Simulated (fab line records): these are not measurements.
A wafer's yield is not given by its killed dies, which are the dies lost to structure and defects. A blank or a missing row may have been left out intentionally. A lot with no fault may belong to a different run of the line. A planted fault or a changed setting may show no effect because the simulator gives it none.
Chamber matching :: flow nand harc :: rie diel-07 running NHARC_P_ZERO_WELL_DESCUM_54: 4 sister chambers
The step chemistry O2, time 3 s. 4 wafers are shown with their chamber, then 7 later ones without.

## WAFERS PAIRED WITH THEIR CHAMBERS
wafer: L871.2
chamber: 1
showerhead plenum p Torr (Torr): 2.02

wafer: L871.6
chamber: 2
showerhead plenum p Torr (Torr): 1.89

wafer: L875.3
chamber: 0
showerhead plenum p Torr (Torr): 1.88

wafer: L875.4
chamber: 3
showerhead plenum p Torr (Torr): 1.79

## WAFERS WHOSE CHAMBER IS MISSING
wafer: L875.5
showerhead plenum p Torr (Torr): 1.79

wafer: L880.1
showerhead plenum p Torr (Torr): 1.88

wafer: L880.2
showerhead plenum p Torr (Torr): 1.79

wafer: L880.6
showerhead plenum p Torr (Torr): 1.79

wafer: L883.3
showerhead plenum p Torr (Torr): 1.78

wafer: L883.4
showerhead plenum p Torr (Torr): 1.87

wafer: L883.5
showerhead plenum p Torr (Torr): 1.78

## CHAMBER TAKEN BY EACH
wafer: L875.5
from the rows above: 3
in truth: 3

wafer: L880.1
from the rows above: can't be placed: 0 or 2
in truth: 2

wafer: L880.2
from the rows above: 3
in truth: 3

wafer: L880.6
from the rows above: 3
in truth: 3

wafer: L883.3
from the rows above: 3
in truth: 3

wafer: L883.4
from the rows above: can't be placed: 0 or 2
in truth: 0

wafer: L883.5
from the rows above: 3
in truth: 3
Placed correctly: 5 of 7. Can't be placed from these rows: 2 (the true chamber is among the candidates in 2). 0 placed wrongly.
How it was worked out, from the rows above alone: a wafer's distance from a chamber is the root of the sum, over the readings, of the square of ((its reading less the chamber's mean) divided by the reading's scatter). If the next closest chamber is less than 2 further off than the closest, the wafer can't be placed; otherwise it belongs to the closest. The mean given for a chamber averages the wafers shown for that chamber. The scatter: with one shown wafer a chamber, the root of the mean of the squares of how far each hidden wafer lies from its nearest shown one.
